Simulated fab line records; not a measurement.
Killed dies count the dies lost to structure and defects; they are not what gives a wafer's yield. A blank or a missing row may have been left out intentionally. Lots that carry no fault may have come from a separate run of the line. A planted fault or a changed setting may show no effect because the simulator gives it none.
Lot-split experiment | flow n5Finfet | 39 wafers read from 7 lots, route of 1938 steps

## ON THE SPLIT
At N5_BEOL_M4_DESCUM_16 (chemistry O2, time 7 s), the setting timeS was moved away from the recipe's 7 s on 15 of the 39 wafers read, by +32.8% to +57.6%. All remaining wafers had this setting at the recipe value.

## FROM SPLIT TO READING: 1 step shown by the file between the two
- N5_BEOL_M4_ETCH_74: etches underlayer in N2/H2, target depth 6.5 nm, time 5.2 s

## THE READING
CAR-EUV_of_BEOL_M4_COAT_05.thkNm (the simulator's own value, which no gauge read), in nm, at N5_BEOL_M4_ETCH_63 (etches SiARC in CF4, target depth 15.6 nm, time 26 s). There is no usual value for it anywhere in the file. The 24 wafers here that ran the recipe average 11.1 nm, standard deviation 0.13 nm.

wafer  | tool, chamber at the split | timeS as run, s | against the recipe | CAR-EUV_of_BEOL_M4_COAT_05.thkNm, nm | against lot-mates on the recipe
L075.1 | rieDiel-02, 0,1,2          | 7               | recipe             | 11.2                                 | -
L075.2 | rieDiel-02, 2,1,0          | 10.27           | +46.7%             | 9.4                                  | -1.7
L075.3 | rieDiel-02, 2,1,0          | 10.27           | +46.7%             | 9.4                                  | -1.7
L075.4 | rieDiel-02, 0,1,2          | 7               | recipe             | 11                                   | -
L075.5 | rieDiel-02, 0,1,2          | 7               | recipe             | 11                                   | -
L075.6 | rieDiel-02, 2,1,0          | 10.27           | +46.7%             | 9.6                                  | -1.5
L076.1 | rieDiel-06, 1,0,1          | 7               | recipe             | 11                                   | -
L076.3 | rieDiel-06, 1,0,1          | 7               | recipe             | 11                                   | -
L076.6 | rieDiel-06, 1,0,1          | 7               | recipe             | 11                                   | -
L076.2 | rieDiel-06, 3              | 11.03           | +57.6%             | 9.2                                  | -1.8
L076.4 | rieDiel-06, 2,0            | 11.03           | +57.6%             | 9.2                                  | -1.8
L076.5 | rieDiel-06, 2,0            | 11.03           | +57.6%             | 9                                    | -2.0
L082.1 | rieDiel-05, 0              | 9.299           | +32.8%             | 9.8                                  | -1.1
L082.5 | rieDiel-05, 0              | 9.299           | +32.8%             | 9.8                                  | -1.1
L082.2 | rieDiel-05, 2              | 7               | recipe             | 10.8                                 | -
L082.3 | rieDiel-05, 0              | 9.299           | +32.8%             | 10                                   | -0.9
L082.4 | rieDiel-05, 2              | 7               | recipe             | 11                                   | -
L082.6 | rieDiel-05, 2              | 7               | recipe             | 11                                   | -
L084.1 | rieDiel-02, 0              | 7               | recipe             | 11.2                                 | -
L084.4 | rieDiel-02, 3              | 7               | recipe             | 11                                   | -
L084.5 | rieDiel-02, 3              | 7               | recipe             | 11                                   | -
L090.1 | rieDiel-05, 1              | 9.781           | +39.7%             | 10                                   | -1.2
L090.2 | rieDiel-05, 0,2,3          | 7               | recipe             | 11.2                                 | -
L090.4 | rieDiel-05, 0,2,3          | 7               | recipe             | 11.2                                 | -
L090.6 | rieDiel-05, 0,2,3          | 7               | recipe             | 11.2                                 | -
L090.3 | rieDiel-05, 3,2            | 9.781           | +39.7%             | 9.8                                  | -1.4
L090.5 | rieDiel-05, 3,2            | 9.781           | +39.7%             | 9.8                                  | -1.4
L095.1 | rieDiel-06, 2,0,1          | 10.77           | +53.9%             | 9.4                                  | -1.7
L095.4 | rieDiel-06, 2,0,1          | 10.77           | +53.9%             | 9.4                                  | -1.7
L095.2 | rieDiel-06, 3,0            | 7               | recipe             | 11                                   | -
L095.6 | rieDiel-06, 3,0            | 7               | recipe             | 11                                   | -
L095.3 | rieDiel-06, 2,0,1          | 10.77           | +53.9%             | 9.2                                  | -1.9
L095.5 | rieDiel-06, 3              | 7               | recipe             | 11.2                                 | -
L097.1 | rieDiel-06, 2,3,0          | 7               | recipe             | 11.2                                 | -
L097.2 | rieDiel-06, 1,1,0          | 7               | recipe             | 11.2                                 | -
L097.4 | rieDiel-06, 2,3,0          | 7               | recipe             | 11.2                                 | -
L097.5 | rieDiel-06, 1,1,0          | 7               | recipe             | 11.2                                 | -
L097.3 | rieDiel-06, 2,3,0          | 7               | recipe             | 11.4                                 | -
L097.6 | rieDiel-06, 1,1,0          | 7               | recipe             | 11                                   | -
When a row names more than one chamber, that row covers several wafers, and the file does not tell which wafer ran in which chamber.

FIT RESULTS
A straight line over all 39 wafers: CAR-EUV_of_BEOL_M4_COAT_05.thkNm changes by -0.0336 nm for each +1% of timeS; r = -0.99; the points scatter about the line by 0.13 nm.
The same after taking each lot's own level away (the mean of its wafers on the recipe; 39 wafers): -0.0329 nm for each +1%; r = -0.99; scatter 0.096 nm.
On that fit, the largest move of timeS shifts the reading by 1.9 nm.
Across the lots, their own levels run from 10.93 to 11.20 nm, a range of 2.1 times the standard deviation given above.
So the lot-to-lot level changes the slope little: the two slopes agree.
Check: -1.9 nm against its lot-mates is what the line predicts for one of the wafers moved furthest among these (+57.6%) when that wafer is left out of the fit. Against them it came out at -1.8 nm.

## OTHER SPLITS APPLIED TO THESE WAFERS
Note: prior to the reading, these wafers also went through further splits. Each is held against what the fit with the lots' levels taken away leaves over:
other split on the same wafers         | wafers away from the commonest value | r with CAR-EUV_of_BEOL_M4_COAT_05.thkNm (lot level and that fit taken away)
N5_FIN_SAQP_PECVD_47 timeS             | 9                                    | +0.03
N5_STI_FIN_REVEAL_ALD_00 targetThkA    | 15                                   | +0.03
N5_SDB_HM_DEP_00 timeS                 | 12                                   | +0.02
N5_GATE_CUT_ALD_22 aldCycles           | 18                                   | +0.13
N5_MOL_CONTACT_COAG_ETCHBACK_135 timeS | 12                                   | +0.06

## THE WHOLE CHAIN: every reading that the file lists as answering this split, in the file's order
step                 | what it does                                         | reading                                                                           | change (the file's fit)                | r (the file's)
N5_BEOL_M4_DESCUM_16 | chemistry O2, time 7 s                               | CAR-EUV_of_BEOL_M4_COAT_05.thkNm (the simulator's own value, which no gauge read) | -0.0341 nm for each +1% of the setting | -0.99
N5_BEOL_M4_ETCH_63   | etches SiARC in CF4, target depth 15.6 nm, time 26 s | CAR-EUV_of_BEOL_M4_COAT_05.thkNm (the simulator's own value, which no gauge read) | -0.0329 nm for each +1% of the setting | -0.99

## THE FILE'S OWN FIT
CAR-EUV_of_BEOL_M4_COAT_05.thkNm changes by -0.0329 nm for each +1% of timeS, r = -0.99.
